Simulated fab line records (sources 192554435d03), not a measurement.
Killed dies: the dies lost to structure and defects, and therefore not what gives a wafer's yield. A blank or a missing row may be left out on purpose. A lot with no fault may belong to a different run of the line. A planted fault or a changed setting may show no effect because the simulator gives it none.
A lot that was struck, set against a sound lot + flow n5_finfet + 29 steps out of a route of 1938
Sound: wafers L402.2, L402.3, L402.6. Struck: wafer L400.3 (left out: L400.4, L400.6 of the same lot, which were not struck); the cause appears at the end.
At each step with rows: each side's tool, then ch and its chambers, then its first start. Under that, the readings that differ: sound wafers + struck wafers + difference of the means + sigmas: that difference in standard deviations of wafers without a fault.
alike: words and numbers the same on both sides, and readings whose means are apart by under 2 such deviations; not compared: readings that were withheld, readings missing a value for some wafer, numbers with overlapping values and no deviation given by the record, and bounds like >300 which may hide the same value.
The two part at a step that has a row with sigmas, a row that says differs or no value, or rows on one side only. Non-overlapping numbers with no deviation appear without sigmas and do not part them. Lack of a reading on every wafer of one side parts them only where that side has two or more wafers.

first, 9 steps without rows for these wafers: N5_BEOL_M1_COAT_73 (time 60 s, resist thk 5 nm); N5_BEOL_M1_COAT_05 (resist thk 30 nm); N5_BEOL_M1_EBR_07; N5_BEOL_M1_SOFTBAKE_06 (time 60 s); N5_BEOL_M1_EXPOSE_08 (exposes mask M1); N5_BEOL_M1_PEB_09 (peb time 60 s); N5_BEOL_M1_DEVELOP_10 (develop time 30 s); N5_BEOL_M1_DESCUM_16 (chemistry O2, time 7 s); N5_BEOL_M1_ETCH_74 (etches underlayer in N2/H2, target depth 6.5 nm, time 5.2 s).
N5_BEOL_M1_ETCH_63: etches SiARC in CF4, target depth 15.6 nm, time 26 s.
  sound on rie_diel-06 ch 1,2, day 9 23:37; struck on rie_diel-03 ch 0, day 9 14:41
  alike: drypump_motor_current_A, etch_rf_on_time_s, oes_product_au, rf_vpp_V, showerhead_plenum_p_Torr, throttle_valve_pct
  not compared: rf_hours_counter_h
then, 15 steps without rows for these wafers: N5_BEOL_M1_ETCH_64 (etches SOC in N2/H2, target depth 75 nm, overetch 15 nm, time 112.5 s); N5_BEOL_M1_STRIP_65 (strips in N2/H2); N5_BEOL_M1_STRIP_75 (strips in N2/H2); N5_BEOL_M1_STRIP_66 (strips in CF4); N5_BEOL_M1_HM_OPEN_17 (chemistry Cl2/BCl3, target TiN, target depth 20 nm, overetch 6 nm); N5_BEOL_M1_STRIP_19 (strips in O2); N5_BEOL_M1_COAT_67 (time 60 s, resist thk 60 nm); N5_BEOL_M1_COAT_68 (time 60 s, resist thk 12 nm); N5_BEOL_M1_COAT_76 (time 60 s, resist thk 5 nm); N5_BEOL_M1_COAT_22 (resist thk 30 nm); N5_BEOL_M1_EBR_24; N5_BEOL_M1_SOFTBAKE_23 (time 60 s); N5_BEOL_M1_EXPOSE_25 (exposes mask V0, defocus 5 nm, target cd 24 nm); N5_BEOL_M1_PEB_26 (peb time 60 s); N5_BEOL_M1_DEVELOP_27 (develop time 30 s).
N5_BEOL_M1_INSPECT_30: inspects for defects (brightfield).
  sound on defect_inspect-02 at day 10 00:29; struck on defect_inspect-02 at day 9 15:36
| reading          | sound       | struck | difference | sigmas |
|------------------|-------------|--------|------------|--------|
| raw_defect_count | 447 281 337 | 1232   | +877       | +9     |
then, 1 step without rows for these wafers: N5_BEOL_M1_DESCUM_33 (chemistry O2, time 7 s).
-- record jumps: 3 days separate the struck wafers' starts on either side; left off in module BEOL_M1, taken up again in module BEOL_M4, whose first shown step is the route's number 1111 --
N5_BEOL_M4_RC_MEAS_101:
  sound on prober-02 ch 0, day 12 12:48; struck on prober-01 ch 0, day 12 08:14
  alike: DIBL_N, DIBL_P, IOFF_N, IOFF_P, ION_N, ION_P, SS_N, SS_P, VT_N, VT_P
-- the record jumps here: 5 days lie between the struck wafers' starts before and after (it left off in module BEOL_M4 and takes up again in module PASSIVATION, whose first step shown is number 1936 of the route) --
N5_PASSIVATION_PROBE_49:
  the record has rows for the struck wafers here (prober-02, day 17 00:10) and none for the sound ones

WHERE THEY PART
At N5_BEOL_M1_INSPECT_30 first; at N5_PASSIVATION_PROBE_49 last (within this record only).

WHY: the cause the simulator had injected
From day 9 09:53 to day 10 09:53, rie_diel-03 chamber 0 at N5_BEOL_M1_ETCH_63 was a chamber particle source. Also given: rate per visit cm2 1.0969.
